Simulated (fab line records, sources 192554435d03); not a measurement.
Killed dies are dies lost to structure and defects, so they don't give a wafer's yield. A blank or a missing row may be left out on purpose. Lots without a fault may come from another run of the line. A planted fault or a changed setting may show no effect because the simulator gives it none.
A struck lot beside a sound one | flow n5_finfet | 36 steps out of a route of 1938
Sound: wafers L679.2, L679.3, L679.4. Struck: wafers L673.3, L673.4, L673.6. The cause comes at the end.
At each step with rows: each side's tool, then ch and its chambers, then its first start. Under that, the readings that differ: sound wafers | struck wafers | difference of the means | sigmas: that difference in standard deviations of wafers without a fault.
alike: readings whose means differ by less than 2 such deviations, and words and numbers that are the same on both sides. not compared: withheld readings, readings that some wafer has no value for, bounds like >300 that may hide the same value, and numbers for which the record gives no deviation and whose values overlap.
The two part at a step that has a row with sigmas, a row that says differs or no value, or rows on one side only. Numbers that don't overlap but have no deviation are shown without sigmas and don't part them. A reading that every wafer of one side lacks parts them only if that side has two wafers or more.

first, 9 steps without rows for these wafers: N5_BEOL_M4_ANNEAL_95 (time 240 s); N5_BEOL_M4_SPUTTER_96 (material Cu, target thk 4.5 nm, time 8.29 s); N5_BEOL_M4_ECD_50 (material Cu, target thk 300 nm); N5_BEOL_M4_ANNEAL_51 (time 90 s); N5_BEOL_M4_CMP_52 (polishes, stops on SiOC, t overpolish 6.8 s, target thk 40 nm); N5_BEOL_M4_PRE_CLEAN_60 (time 15 s); N5_BEOL_M4_CO_CAP_55 (material Co, precursor CCTBA/H2, target thk 2 nm, time 102.1 s); N5_BEOL_M4_PRE_CLEAN_56 (time 15 s); N5_BEOL_M4_DEP_57 (deposits SiCN from 3MS/NH3, target thk 8 nm, time 14 s).
N5_BEOL_M4_RC_MEAS_101:
  sound on prober-02 ch 0, day 12 13:05; struck on prober-02 ch 0, day 11 02:20
  alike: DIBL_N, DIBL_P, IOFF_N, IOFF_P, ION_N, ION_P, SS_N, SS_P, VT_N, VT_P
then, 24 steps without rows for these wafers: N5_BEOL_M5_ILD_DEP_00 (deposits SiCOH lowk from DEMS/porogen, target thk 140.64 nm, time 25.9 s); N5_BEOL_M5_CURE_79 (cures SiCOH lowk, time 240 s); N5_BEOL_M5_PECVD_70 (deposits SiO2 from TEOS/O2, target thk 16 nm, time 18 s); N5_BEOL_M5_HM_DEP_02 (deposits TiN, target thk 20 nm); N5_BEOL_M5_COAT_59 (time 60 s, resist thk 60 nm); N5_BEOL_M5_COAT_60 (time 60 s, resist thk 12 nm); N5_BEOL_M5_COAT_71 (time 60 s, resist thk 5 nm); N5_BEOL_M5_COAT_05 (resist thk 30 nm); N5_BEOL_M5_EBR_07; N5_BEOL_M5_SOFTBAKE_06 (time 60 s); N5_BEOL_M5_EXPOSE_08 (exposes mask M5, target cd 28 nm); N5_BEOL_M5_PEB_09 (peb time 60 s); N5_BEOL_M5_DEVELOP_10 (develop time 30 s); N5_BEOL_M5_DESCUM_16 (chemistry O2, time 7 s); N5_BEOL_M5_ETCH_72 (etches underlayer in N2/H2, target depth 6.5 nm, time 5.2 s); N5_BEOL_M5_ETCH_61 (etches SiARC in CF4, target depth 15.6 nm, time 26 s); N5_BEOL_M5_ETCH_62 (etches SOC in N2/H2, target depth 75 nm, overetch 15 nm, time 112.5 s); N5_BEOL_M5_STRIP_63 (strips in N2/H2); N5_BEOL_M5_STRIP_73 (strips in N2/H2); N5_BEOL_M5_STRIP_64 (strips in CF4); N5_BEOL_M5_HM_OPEN_17 (chemistry Cl2/BCl3, target TiN, target depth 20 nm, overetch 6 nm); N5_BEOL_M5_STRIP_19 (strips in O2); N5_BEOL_M5_COAT_65 (time 60 s, resist thk 60 nm); N5_BEOL_M5_COAT_66 (time 60 s, resist thk 12 nm).
N5_BEOL_M7_PECVD_70: deposits SiO2 from TEOS/O2, target thk 20 nm, time 22.7 s.
  sound on pecvd-01 ch 0,1, day 13 13:04; struck on pecvd-02 ch 0,2, day 12 01:40
  no value came back on the struck wafers for any of 6 readings (chamber_pressure_Torr (Torr), heater_power_outer_w (W) and others); on the sound wafers chamber_pressure_Torr (Torr) reads 5.519 5.468 5.478
-- the record jumps here: 3 days lie between the struck wafers' starts before and after (it left off in module BEOL_M7 and takes up again in module PASSIVATION, whose first step shown is number 1936 of the route) --
N5_PASSIVATION_PROBE_49:
  the record has rows for the struck wafers here (prober-02, day 15 13:16) and none for the sound ones

WHERE THEY PART
First at N5_BEOL_M7_PECVD_70; last, within this record, at N5_PASSIVATION_PROBE_49.

WHY: what the simulator had put in
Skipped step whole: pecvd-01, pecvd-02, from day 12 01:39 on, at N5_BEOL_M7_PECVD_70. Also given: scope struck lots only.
